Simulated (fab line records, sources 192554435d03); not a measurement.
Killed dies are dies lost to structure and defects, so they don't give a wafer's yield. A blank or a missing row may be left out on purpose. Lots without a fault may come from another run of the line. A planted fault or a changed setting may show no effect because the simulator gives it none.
fab line records | flow n5_finfet
record lots=12 wafers=36 last_day=18
route steps=1938 shown BEOL_M15@1829 MIM_BOT_LITHO@1862 MIM_BOT_ETCH@1867
lots that met no fault: from a run of the same line without faults
start_h: hours from the record's first day to the start of the lot's first wafer shown | wait_h: hours since the lot's step before | " the same as in the row above | L1.1+2: a row that stands for several wafers | - no value, or no start given | * or withheld: withheld | < > ~ a bound
route shown NAME@n: a module of which the file shows steps, and the number in the route of the first | usual: mean/standard deviation of fault-free wafers | same: alike in all rows | chamber/n: place in a boat | sites: the reading at each site | _std_site: their standard deviation | _edge_site: outer sites' mean less inner sites' | radius_mm: how far each site lies from the wafer's centre | mask NAME#n: copy n | behind: the tool/chamber that last shaped the wafer | hold: why the lot was held/for how many hours/how that ended | device: the transistor (n, p or np) that didn't switch | end of line: the same wafers' tests at the end of the route | a step without rows: its recipe alone | killed: dies lost to structure and defects at the first sort, not the wafer's yield | map: a wafer's dies, x killed, . not, _ none there
set.NAME: the setting as run; set.NAME@STEP: as run at that earlier step | model.NAME: the simulator's own value behind a step, which no gauge read
steps of the route over a sample of lots; a table a step, a row a wafer
services: from which hour (start_h, from the record's first day; less than 0 if before it) a tool's chamber was out of use, for how many hours, and why
## steps
# step N5_BEOL_M15_INSPECT_55
# recipe inspect_instrument=darkfield mode=post_dep
# usual raw_defect_count=62/19
# columns lot.wafer tool chamber start_h wait_h raw_defect_count
L551.2 defect_inspect-02 - 250.80 0.0 54
L551.3 " - " " 55
L551.6 " - " " 63
L552.1 defect_inspect-02 - 253.17 0.0 52
L552.2 " - " " 58
L552.3 " - " " 60
L553.1 defect_inspect-02 - 253.45 0.0 59
L553.3 " - " " 96
L553.4 " - " " 77
L554.2 defect_inspect-02 - 255.67 0.0 48
L554.3 " - " " 117
L554.4 " - " " 47
L562.3 defect_inspect-01 - 315.46 0.0 57
L562.4 " - " " 36
L562.6 " - " " 59
L561.2 defect_inspect-02 - 316.42 0.0 66
L561.5 " - " " 45
L561.6 " - " " 51
L566.1 defect_inspect-01 - 340.73 0.0 38
L566.5 " - " " 46
L566.6 " - " " 34
L567.3 defect_inspect-02 - 345.91 0.0 40
L567.5 " - " " 56
L567.6 " - " " 34
L571.1 defect_inspect-01 - 376.51 0.0 91
L571.4 " - " " 57
L571.5 " - " " 54
L572.2 defect_inspect-01 - 392.17 0.0 38
L572.4 " - " " 61
L572.6 " - " " 55
L574.1 defect_inspect-01 - 406.39 0.0 77
L574.3 " - " " 85
L574.5 " - " " 100
L573.1 defect_inspect-01 - 408.97 0.0 32
L573.5 " - " " 44
L573.6 " - " " 38
# step N5_MIM_BOT_LITHO_CD_MEAS_08
# recipe target_cd_nm=3000 landing_energy_ev=500 detector=se_inlens polarity=opening
# usual cd_nm=2999.3/1.4
# columns lot.wafer tool chamber start_h wait_h cd_nm
L551.2 cd_sem-02 0 255.94 - 2998.2
L551.3 " 0 " " 2999.1
L551.6 " 0 " " 3000.6
L552.1 cd_sem-03 0 259.58 - 3001.6
L552.2 " 0 " " 2998.8
L552.3 " 0 " " 2998.9
L553.1 cd_sem-02 0 259.79 - 3000.9
L553.3 " 0 " " 2999.2
L553.4 " 0 " " 2999.3
L554.2 cd_sem-03 0 260.03 - 2998.8
L554.3 " 0 " " 2999.5
L554.4 " 0 " " 3000.9
L562.3 cd_sem-03 0 320.78 - 2997.9
L562.4 " 0 " " 3000.2
L562.6 " 0 " " 2999.8
L561.2 cd_sem-02 0 323.10 - 2998.1
L561.5 " 0 " " 2996.8
L561.6 " 0 " " 2996.5
L566.1 cd_sem-01 0 345.80 - 2998.1
L566.5 " 0 " " 2999.9
L566.6 " 0 " " 2998.9
L567.3 cd_sem-02 0 349.90 - 3002.1
L567.5 " 0 " " 3000.9
L567.6 " 0 " " 2999.3
L571.1 cd_sem-03 0 379.33 - 3000.0
L571.4 " 0 " " 3000.5
L571.5 " 0 " " 3001.1
L572.2 cd_sem-01 0 395.52 - 3001.1
L572.4 " 0 " " 2998.7
L572.6 " 0 " " 2999.7
L574.1 cd_sem-03 0 411.41 - 2999.6
L574.3 " 0 " " 2999.6
L574.5 " 0 " " 2997.8
L573.1 cd_sem-03 0 412.68 - 3000.8
L573.5 " 0 " " 3000.5
L573.6 " 0 " " 3001.6
# step N5_MIM_BOT_LITHO_OVL_MEAS_11
# recipe points_per_wafer=44
# usual MIM_BOT_OVL=-2/5.6
# columns lot.wafer tool chamber start_h wait_h MIM_BOT_OVL[nm]
L551.2 overlay-02 0 255.97 0.0 -6
L551.3 " 0 " " -2
L551.6 " 0 " " 2
L552.1 overlay-02 0 259.61 0.0 -11
L552.2 " 0 " " -4
L552.3 " 0 " " -10
L553.1 overlay-02 0 259.82 0.0 5
L553.3 " 0 " " -9
L553.4 " 0 " " 1
L554.2 overlay-01 0 260.06 0.0 -3
L554.3 " 0 " " -7
L554.4 " 0 " " -10
L562.3 overlay-02 0 320.81 0.0 -4
L562.4 " 0 " " -7
L562.6 " 0 " " -4
L561.2 overlay-02 0 323.13 0.0 -6
L561.5 " 0 " " -16
L561.6 " 0 " " -9
L566.1 overlay-01 0 345.84 0.0 0
L566.5 " 0 " " -2
L566.6 " 0 " " -6
L567.3 overlay-02 0 349.93 0.0 -2
L567.5 " 0 " " 1
L567.6 " 0 " " 5
L571.1 overlay-02 0 379.36 0.0 -3
L571.4 " 0 " " 11
L571.5 " 0 " " -2
L572.2 overlay-01 0 395.55 0.0 -8
L572.4 " 0 " " -9
L572.6 " 0 " " -13
L574.1 overlay-02 0 411.44 0.0 0
L574.3 " 0 " " -3
L574.5 " 0 " " 8
L573.1 overlay-01 0 412.71 0.0 1
L573.5 " 0 " " 3
L573.6 " 0 " " 6
# step N5_MIM_BOT_ETCH_ETCH_03
# recipe chemistry=Cl2/BCl3 target_depth_a=120 pressure_mtorr=8 icp_w=800 bias_w=100 Cl2_flow_sccm=20 bcl3_flow_sccm=80
# usual bias_w=100.00/0.3 drypump_motor_current_A=5.7/0.48 oes_product_au=0.79/0.096 rf_fwd_power_W=794.2/2.8 throttle_valve_pct=27.60/0.21
# columns lot.wafer tool chamber start_h wait_h bias_w drypump_motor_current_A oes_product_au rf_fwd_power_W rf_hours_counter_h throttle_valve_pct
L551.2 rie_metal-01 1 256.19 0.1 100.24 6.2 0.81 798.5 35 27.75
L551.3 " 0 " " 99.70 5.5 0.90 794.0 - 27.64
L551.6 " 0 " " 99.52 5.6 0.92 790.2 - 27.65
L552.1 rie_metal-01 1 259.82 0.1 100.35 6.2 0.82 795.4 36 27.76
L552.2 " 0 " " 100.31 5.5 0.90 789.2 8 27.66
L552.3 " 0 " " 100.02 5.5 0.90 790.4 - 27.65
L553.1 rie_metal-03 1 260.03 0.1 99.96 5.7 0.77 793.6 42 27.45
L553.3 " 1 " " 99.88 5.7 0.77 792.8 - 27.44
L553.4 " 0 " " 99.55 5.5 0.82 796.4 - 27.71
L554.2 rie_metal-02 1 260.27 0.1 99.55 6.2 0.64 794.1 103 27.77
L554.3 " 0 " " 99.42 4.8 0.63 796.1 - 27.35
L554.4 " 1 " " 100.11 6.2 0.63 796.7 - 27.77
L562.3 rie_metal-01 0 321.30 0.1 95.90 5.5 0.87 790.3 - 27.67
L562.4 " 1 " " 95.79 6.2 0.79 791.7 - 27.77
L562.6 " 1 " " 95.91 6.2 0.79 793.5 - 27.76
L561.2 rie_metal-01 0 323.34 0.1 95.64 5.5 0.86 791.3 14 27.67
L561.5 " 0 " " 95.98 5.5 0.86 793.6 - 27.68
L561.6 " 1 " " 96.06 6.2 0.79 797.5 - 27.77
L566.1 rie_metal-03 1 346.05 0.1 100.36 5.7 0.75 791.8 50 27.44
L566.5 " 1 " " 100.52 5.7 0.75 790.8 - 27.45
L566.6 " 0 " " 99.69 5.5 0.79 794.4 - 27.71
L567.3 rie_metal-03 1 350.17 0.1 99.72 5.7 0.74 794.9 - 27.45
L567.5 " 1 " " 99.54 5.7 0.74 794.3 - 27.46
L567.6 " 0 " " 100.28 5.5 0.79 791.9 - 27.72
L571.1 rie_metal-03 0 379.57 0.1 100.39 5.5 0.79 794.0 43 27.73
L571.4 " 0 " " 100.35 5.6 0.79 789.7 - 27.71
L571.5 " 0 " " 100.29 5.5 0.80 795.8 - 27.74
L572.2 rie_metal-02 1 395.76 0.1 99.77 6.2 0.97 791.2 3 27.51
L572.4 " 1 " " 99.54 6.2 0.97 794.9 - 27.50
L572.6 " 0 " " 100.02 4.8 0.88 794.0 - 27.08
L574.1 rie_metal-01 1 411.66 0.1 100.14 6.2 0.78 794.3 50 27.78
L574.3 " 1 " " 99.80 6.2 0.78 796.3 - 27.78
L574.5 " 1 " " 99.95 6.2 0.78 790.7 - 27.77
L573.1 rie_metal-01 1 412.92 0.1 100.20 6.2 0.78 797.8 50 27.80
L573.5 " 1 " " 100.10 6.2 0.78 796.8 - 27.79
L573.6 " 0 " " 99.94 5.5 0.85 789.3 - 27.68
## services
# columns tool chamber start_h hours kind
rie_metal-01 0 274.69 5.8 repair
rie_metal-03 1 284.91 1.2 repair
rie_metal-01 - 294.76 2.8 pm
rie_metal-02 0 301.68 - clean
rie_metal-02 0 301.68 12.4 scheduled_down
rie_metal-02 0 301.68 12.4 vent_cycle
rie_metal-02 1 336.98 - clean
rie_metal-02 1 336.98 18.7 scheduled_down
rie_metal-02 1 336.98 18.7 vent_cycle
rie_metal-02 - 341.80 0.9 repair
rie_metal-01 - 389.99 2.2 repair
## key
first_sign step=N5_MIM_BOT_ETCH_ETCH_03 reading=bias_w direction=down sigmas=14 usual=* struck=*
effect none on later readings
met_at N5_MIM_BOT_ETCH_ETCH_03
struck_lots L561,L562
not_acting_at N5_BEOL_M15_INSPECT_55,N5_MIM_BOT_LITHO_CD_MEAS_08,N5_MIM_BOT_LITHO_OVL_MEAS_11
onset_between 259.82 321.30
fault kind=process_parameter_drift tool=rie_metal-01 chamber=- onset_h=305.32 steps=N5_MIM_BOT_ETCH_ETCH_03 channel=bias_w offset=* shape=step end_h=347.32 acts_in=* stated=*
